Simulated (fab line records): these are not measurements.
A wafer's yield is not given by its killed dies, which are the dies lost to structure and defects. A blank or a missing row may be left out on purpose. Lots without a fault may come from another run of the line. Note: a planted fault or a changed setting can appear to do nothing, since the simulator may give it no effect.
Chamber matching | flow nandHarc | 4 sister chambers for NHARC_A_ZERO_WELL_DESCUM_12 on rieDiel-06
The step chemistry O2, time 3 s. 16 wafers are shown with their chamber, then 8 later ones without.

## WAFERS PAIRED WITH THEIR CHAMBERS
wafer  | chamber | drypumpMotorCurrentA (A) | oesProductAu (a.u.) | rfVppV (V)
L568.1 | 1       | 5.8                      | 1.005               | 57.0
L568.3 | 3       | 6.0                      | 0.972               | 58.2
L568.4 | 0       | 5.7                      | 0.975               | 57.2
L571.3 | 3       | 6.0                      | 0.982               | 58.0
L571.4 | 1       | 5.7                      | 1.009               | 57.5
L571.6 | 3       | 6.0                      | 0.987               | 57.2
L580.2 | 3       | 6.0                      | 0.973               | 57.9
L580.3 | 2       | 4.8                      | 1.011               | 58.7
L580.6 | 2       | 4.8                      | 1.001               | 59.7
L581.3 | 2       | 4.8                      | 1.000               | 59.5
L581.4 | 0       | 5.8                      | 0.982               | 58.2
L581.6 | 3       | 6.0                      | 0.972               | 58.2
L582.3 | 3       | 6.0                      | 0.989               | 57.5
L582.4 | 0       | 5.8                      | 0.994               | 58.9
L582.5 | 1       | 5.8                      | 1.000               | 58.1
L583.2 | 3       | 6.0                      | 0.992               | 57.0

SIGNATURES (averages over the wafers above)
reading              | chamber 0 | chamber 1 | chamber 2 | chamber 3 | scatter within a chamber
drypumpMotorCurrentA | 5.767     | 5.767     | 4.800     | 6.000     | 0.0333
oesProductAu         | 0.98367   | 1.00467   | 1.00400   | 0.98100   | 0.00789
rfVppV               | 58.100    | 57.533    | 59.300    | 57.714    | 0.58
Rule: for a wafer and a chamber, the distance is found by dividing, reading by reading, the gap between the wafer's reading and the chamber's mean by the reading's scatter, squaring, summing and taking the root. If the next closest chamber is less than 2 further off than the closest, the wafer can't be placed; otherwise it belongs to the closest. The scatter: take each reading less its chamber's mean, square it, sum over the shown wafers, divide by the number of wafers less the number of chambers, and take the root.

## WAFERS WITH NO CHAMBER GIVEN
wafer  | drypumpMotorCurrentA (A) | oesProductAu (a.u.) | rfVppV (V)
L583.3 | 4.8                      | 0.998               | 57.6
L583.6 | 6.0                      | 0.982               | 58.5
L585.3 | 5.7                      | 0.981               | 57.8
L585.4 | 4.8                      | 0.986               | 59.1
L585.5 | 6.0                      | 0.989               | 59.5
L590.1 | 5.7                      | 0.990               | 58.8
L590.3 | 6.0                      | 1.003               | 58.0
L590.5 | 5.7                      | 1.003               | 56.3

## THE CHAMBER EACH PASSED THROUGH
wafer  | from the rows above     | in truth
L583.3 | 2                       | 2
L583.6 | 3                       | 3
L585.3 | can't be placed: 0 or 1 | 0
L585.4 | 2                       | 2
L585.5 | 3                       | 3
L590.1 | can't be placed: 0 or 1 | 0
L590.3 | 3                       | 3
L590.5 | can't be placed: 1 or 0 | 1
Correctly placed: 5 of 8. Unplaceable from these rows: 3, with the true chamber sitting among the candidates in 3. 0 placed wrongly.
